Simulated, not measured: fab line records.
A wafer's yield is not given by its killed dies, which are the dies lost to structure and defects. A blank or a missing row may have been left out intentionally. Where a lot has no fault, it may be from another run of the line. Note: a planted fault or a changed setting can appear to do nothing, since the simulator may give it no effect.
Chamber matching | flow n5Finfet | 3 sister chambers for N5_BEOL_M14_ILD_DEP_00 on pecvd-02
The step deposits SiO2 from TEOS/O2, target thk 1119.3 nm, time 237.4 s. 3 wafers are shown with their chamber, then 7 later ones without.

## WAFERS PAIRED WITH THEIR CHAMBERS
wafer  | chamber | throttleValvePct (%)
L082.5 | 2       | 18.3
L085.2 | 1       | 19.5
L085.3 | 0       | 17.8

## WAFERS MISSING THEIR CHAMBER
wafer  | throttleValvePct (%)
L085.6 | 19.6
L089.2 | 19.5
L089.5 | 17.7
L089.6 | 20.0
L090.2 | 17.9
L090.3 | 18.4
L090.5 | 19.5

## EACH ONE'S CHAMBER
wafer  | from the rows above     | in truth
L085.6 | 1                       | 1
L089.2 | 1                       | 1
L089.5 | 0                       | 0
L089.6 | 1                       | 1
L090.2 | can't be placed: 0 or 2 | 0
L090.3 | 2                       | 2
L090.5 | 1                       | 1
Placed correctly: 6 of 7. Unplaceable from these rows: 1, with the true chamber sitting among the candidates in 1. Wrongly placed: 0.
How it was worked out, from the rows above alone: a wafer's distance from a chamber is the root of the sum, over the readings, of the square of ((its reading less the chamber's mean) divided by the reading's scatter). The wafer belongs to the nearest chamber; if the next one is less than 2 further off, it can't be placed. The mean given for a chamber averages the wafers shown for that chamber. The scatter: with one shown wafer a chamber, the root of the mean of the squares of how far each hidden wafer lies from its nearest shown one.
